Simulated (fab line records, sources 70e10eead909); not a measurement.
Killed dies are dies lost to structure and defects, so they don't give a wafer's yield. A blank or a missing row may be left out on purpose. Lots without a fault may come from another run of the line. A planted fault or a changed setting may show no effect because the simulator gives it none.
Chamber matching | flow nand_harc | NHARC_A_CHANNEL_FILL_D2_ALD_02 on ald_hk-04: 4 sister chambers
The step deposits SiO2, target thk 6 nm, pulse time 10 s, ald cycles 60. 8 wafers are shown with their chamber, then 8 later ones without.

WAFERS WITH THEIR CHAMBER
wafer  | chamber | heater_power_w (W) | precursor_pulse_height_rel
L082.5 | 1       | 473                | 0.989
L086.5 | 3       | 481                | 1.014
L089.5 | 1       | 507                | 1.010
L089.6 | 2       | 440                | 0.986
L088.1 | 2       | 449                | 1.030
L088.3 | 3       | 480                | 0.998
L088.6 | 0       | 448                | 0.957
L087.1 | 0       | 443                | 1.009

WAFERS WITHOUT THEIR CHAMBER
wafer  | heater_power_w (W) | precursor_pulse_height_rel
L087.3 | 461                | 0.989
L087.5 | 452                | 0.976
L093.1 | 499                | 0.997
L093.4 | 452                | 0.970
L093.6 | 444                | 0.977
L094.1 | 503                | 0.987
L094.3 | 463                | 0.961
L094.4 | 444                | 1.002

WHICH CHAMBER EACH WENT THROUGH
wafer  | from the rows above               | in truth
L087.3 | can't be placed: 0 or 2 or 3 or 1 | 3
L087.5 | can't be placed: 0 or 2 or 3      | 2
L093.1 | can't be placed: 1 or 3           | 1
L093.4 | can't be placed: 0 or 2 or 3      | 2
L093.6 | can't be placed: 0 or 2           | 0
L094.1 | can't be placed: 1 or 3           | 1
L094.3 | can't be placed: 0 or 3 or 2 or 1 | 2
L094.4 | can't be placed: 2 or 0           | 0
Placed correctly: 0 of 8. Can't be placed from these rows: 8 (the true chamber is among the candidates in 8). Placed wrongly: 0.
How it was worked out, from the rows above alone: a wafer's distance from a chamber is the root of the sum, over the readings, of the square of ((its reading less the chamber's mean) divided by the reading's scatter). The wafer belongs to the nearest chamber; if the next one is less than 2 further off, it can't be placed. A chamber's mean is the mean of its shown wafers. The scatter: the root of (the sum of the squares of (reading less its chamber's mean) over the shown wafers, divided by (wafers less chambers)).
